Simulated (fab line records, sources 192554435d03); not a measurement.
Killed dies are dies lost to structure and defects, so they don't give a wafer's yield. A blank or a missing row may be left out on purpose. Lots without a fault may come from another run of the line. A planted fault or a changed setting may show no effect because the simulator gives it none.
Split-lot experiment | flow n5_finfet | 7 lots, 21 wafers read, on a route of 1938 steps

THE SPLIT
At N5_BEOL_M3_TRENCH_ETCH_37 (etches SiOC in C4F6/O2, target depth 55.555 nm, time 29.2 s), the setting bias_w was moved away from the recipe's 185 W on 4 of the 21 wafers read, by -12.0% to -9.6%. The other wafers ran this setting at the recipe's value.

The reading is taken at the split's own step.

THE READING
rf_vpp_V, in V, at N5_BEOL_M3_TRENCH_ETCH_37 (etches SiOC in C4F6/O2, target depth 55.555 nm, time 29.2 s). Fault-free wafers of this fab line usually give 665 V, standard deviation 12 V.

wafer  | tool, chamber at the split | bias_w as run, W | against the recipe | rf_vpp_V, V | against lot-mates on the recipe
L076.1 | rie_diel-02, 2             | 162.8            | -12.0%             | 601         | -73
L076.2 | rie_diel-02, 0             | 185              | recipe             | 674         | -
L076.5 | rie_diel-02, 2             | 162.8            | -12.0%             | 601         | -73
L077.2 | rie_diel-05, 3             | 185              | recipe             | 668         | -
L077.3 | rie_diel-05, 2             | 185              | recipe             | 688         | -
L077.4 | rie_diel-05, 1             | 185              | recipe             | 665         | -
L085.2 | rie_diel-06, 3             | 185              | recipe             | 662         | -
L085.3 | rie_diel-06, 1             | 185              | recipe             | 675         | -
L085.5 | rie_diel-06, 0             | 185              | recipe             | 687         | -
L089.1 | rie_diel-05, 1             | 185              | recipe             | 666         | -
L089.4 | rie_diel-05, 2             | 185              | recipe             | 687         | -
L089.5 | rie_diel-05, 3             | 185              | recipe             | 667         | -
L094.2 | rie_diel-02, 1             | 185              | recipe             | 649         | -
L094.4 | rie_diel-02, 2             | 185              | recipe             | 663         | -
L094.6 | rie_diel-02, 0             | 185              | recipe             | 671         | -
L096.2 | rie_diel-05, 1             | 185              | recipe             | 665         | -
L096.5 | rie_diel-05, 3             | 185              | recipe             | 667         | -
L096.6 | rie_diel-05, 2             | 185              | recipe             | 687         | -
L097.2 | rie_diel-06, 2             | 185              | recipe             | 664         | -
L097.4 | rie_diel-06, 0             | 167.2            | -9.6%              | 631         | -33
L097.5 | rie_diel-06, 2             | 167.2            | -9.6%              | 612         | -52

THE FIT
A straight line over all 21 wafers: rf_vpp_V changes by +5.56 V for each +1% of bias_w; r = +0.92; the points scatter about the line by 11 V.
The same after taking each lot's own level away (the mean of its wafers on the recipe; 21 wafers): +5.45 V for each +1%; r = +0.92; scatter 10 V.
On that fit, the largest move of bias_w shifts the reading by 65 V.
The lots' own levels span 661.0 to 674.7 V, that is 1.1 times the standard deviation above.
So the lot-to-lot level changes the slope little: the two slopes agree.
Check: with one of the wafers moved furthest among these (-12.0%) left out of the fit, the line predicts -61.8 V for it against its lot-mates. It came out at -73 V against them.
Tool readings at the split's step, against how far the setting was moved: rf_vpp_V r = +0.92.

OTHER SPLITS ON THESE WAFERS
These wafers also went through other splits before the reading. Each is held against what the fit with the lots' levels taken away leaves over:
other split on the same wafers        | wafers away from the commonest value | r with rf_vpp_V (lot level and that fit taken away)
N5_HKMG_FIN_CVD_62 temp_c             | 9                                    | +0.06
N5_HKMG_FIN_ETCH_35 time_s            | 7                                    | +0.19
N5_MOL_CONTACT_COAG_COAT_58 spin_rpm  | 8                                    | -0.31
N5_MOL_CONTACT_COAG_ETCH_105 bias_w   | 8                                    | -0.01
N5_MOL_CONTACT_COAG_ALD_27 ald_cycles | 7                                    | +0.06
N5_BEOL_M0_SAQP_ETCH_107 bias_w       | 3                                    | -0.37
N5_BEOL_M0_DEP_125 time_s             | 7                                    | -0.09
N5_BEOL_M1_PECVD_72 time_s            | 7                                    | +0.06
N5_BEOL_M1_SPUTTER_79 time_s          | 9                                    | +0.05
N5_BEOL_M2_EXPOSE_08 dose_mj          | 3                                    | +0.16

THE FILE'S OWN FIT
rf_vpp_V changes by +5.42 V for each +1% of bias_w, r = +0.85.
